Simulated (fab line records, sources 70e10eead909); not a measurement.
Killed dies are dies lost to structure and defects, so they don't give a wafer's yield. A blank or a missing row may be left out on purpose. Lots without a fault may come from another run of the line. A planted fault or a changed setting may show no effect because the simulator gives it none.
Chamber matching | flow nand_harc | NHARC_P_GATE_ALD_36 on ald_sin-04: 3 sister chambers
The step deposits SiNx, target thk 20 nm, pulse time 60 s, ald cycles 223. 6 wafers are shown with their chamber, then 8 later ones without.

WAFERS WITH THEIR CHAMBER
wafer  | chamber | heater_power_w (W) | precursor_pulse_height_rel
L077.3 | 0       | 715                | 0.985
L083.6 | 0       | 707                | 0.978
L086.3 | 2       | 734                | 1.014
L086.6 | 1       | 866                | 1.015
L086.5 | 2       | 726                | 1.009
L089.3 | 1       | 870                | 0.991

WAFERS WITHOUT THEIR CHAMBER
wafer  | heater_power_w (W) | precursor_pulse_height_rel
L089.1 | 723                | 0.977
L089.6 | 870                | 0.983
L092.1 | 707                | 0.974
L092.2 | 688                | 1.026
L092.3 | 923                | 0.973
L095.3 | 684                | 0.927
L095.2 | 690                | 1.014
L095.6 | 897                | 1.021

WHICH CHAMBER EACH WENT THROUGH
wafer  | from the rows above     | in truth
L089.1 | can't be placed: 0 or 2 | 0
L089.6 | 1                       | 1
L092.1 | 0                       | 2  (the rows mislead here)
L092.2 | 0                       | 0
L092.3 | 1                       | 1
L095.3 | 0                       | 0
L095.2 | 0                       | 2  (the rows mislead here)
L095.6 | 1                       | 1
Placed correctly: 5 of 8. Can't be placed from these rows: 1 (the true chamber is among the candidates in 1). Placed wrongly: 2.
How it was worked out, from the rows above alone: a wafer's distance from a chamber is the root of the sum, over the readings, of the square of ((its reading less the chamber's mean) divided by the reading's scatter). The wafer belongs to the nearest chamber; if the next one is less than 2 further off, it can't be placed. A chamber's mean is the mean of its shown wafers. The scatter: the root of (the sum of the squares of (reading less its chamber's mean) over the shown wafers, divided by (wafers less chambers)).
